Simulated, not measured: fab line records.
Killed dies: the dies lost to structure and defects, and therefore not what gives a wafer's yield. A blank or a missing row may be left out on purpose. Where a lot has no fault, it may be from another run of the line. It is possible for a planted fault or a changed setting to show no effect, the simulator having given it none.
Matching of chambers :: flow nand_harc :: ald_metal-04 running NHARC_A_WL_FILL_ALD_02: 4 sister chambers
The step deposits TiN, target thk 2 nm, pulse time 3 s, ald cycles 100. 8 wafers are shown with their chamber, then 10 later ones without.

## EACH WAFER AND ITS CHAMBER
wafer: L078.1
chamber: 3
heater_power_w (W): 996
precursor_pulse_height_rel: 1.011

wafer: L079.6
chamber: 2
heater_power_w (W): 967
precursor_pulse_height_rel: 1.037

wafer: L084.1
chamber: 0
heater_power_w (W): 1112
precursor_pulse_height_rel: 0.985

wafer: L086.1
chamber: 2
heater_power_w (W): 970
precursor_pulse_height_rel: 0.960

wafer: L086.3
chamber: 3
heater_power_w (W): 1003
precursor_pulse_height_rel: 0.978

wafer: L086.4
chamber: 1
heater_power_w (W): 1224
precursor_pulse_height_rel: 0.972

wafer: L087.2
chamber: 0
heater_power_w (W): 1104
precursor_pulse_height_rel: 0.981

wafer: L087.4
chamber: 1
heater_power_w (W): 1241
precursor_pulse_height_rel: 0.991

## WAFERS WHOSE CHAMBER IS MISSING
wafer: L087.6
heater_power_w (W): 996
precursor_pulse_height_rel: 1.012

wafer: L092.1
heater_power_w (W): 1024
precursor_pulse_height_rel: 0.991

wafer: L092.2
heater_power_w (W): 968
precursor_pulse_height_rel: 1.022

wafer: L092.6
heater_power_w (W): 1228
precursor_pulse_height_rel: 1.012

wafer: L093.2
heater_power_w (W): 1023
precursor_pulse_height_rel: 1.045

wafer: L093.3
heater_power_w (W): 979
precursor_pulse_height_rel: 1.001

wafer: L093.6
heater_power_w (W): 974
precursor_pulse_height_rel: 1.016

wafer: L096.3
heater_power_w (W): 915
precursor_pulse_height_rel: 0.999

wafer: L096.4
heater_power_w (W): 962
precursor_pulse_height_rel: 0.998

wafer: L096.5
heater_power_w (W): 1198
precursor_pulse_height_rel: 1.021

## CHAMBER TAKEN BY EACH
wafer: L087.6
from the rows above: 3
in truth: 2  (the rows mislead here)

wafer: L092.1
from the rows above: 3
in truth: 3

wafer: L092.2
from the rows above: 2
in truth: 2

wafer: L092.6
from the rows above: 1
in truth: 1

wafer: L093.2
from the rows above: 3
in truth: 3

wafer: L093.3
from the rows above: can't be placed: 2 or 3
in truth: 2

wafer: L093.6
from the rows above: 2
in truth: 2

wafer: L096.3
from the rows above: 2
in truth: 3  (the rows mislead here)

wafer: L096.4
from the rows above: 2
in truth: 2

wafer: L096.5
from the rows above: 1
in truth: 1
Correctly placed: 7 of 10. From these rows, 1 cannot be placed; in 1 the true chamber is one of the candidates. 2 placed wrongly.
How it was worked out, from the rows above alone: a wafer's distance from a chamber is the root of the sum, over the readings, of the square of ((its reading less the chamber's mean) divided by the reading's scatter). If the next closest chamber is less than 2 further off than the closest, the wafer can't be placed; otherwise it belongs to the closest. A chamber's mean is the mean of its shown wafers. How the scatter is found: for the shown wafers, subtract from each reading the mean of its chamber, square and add these, divide the total by (wafers less chambers), then take the root.
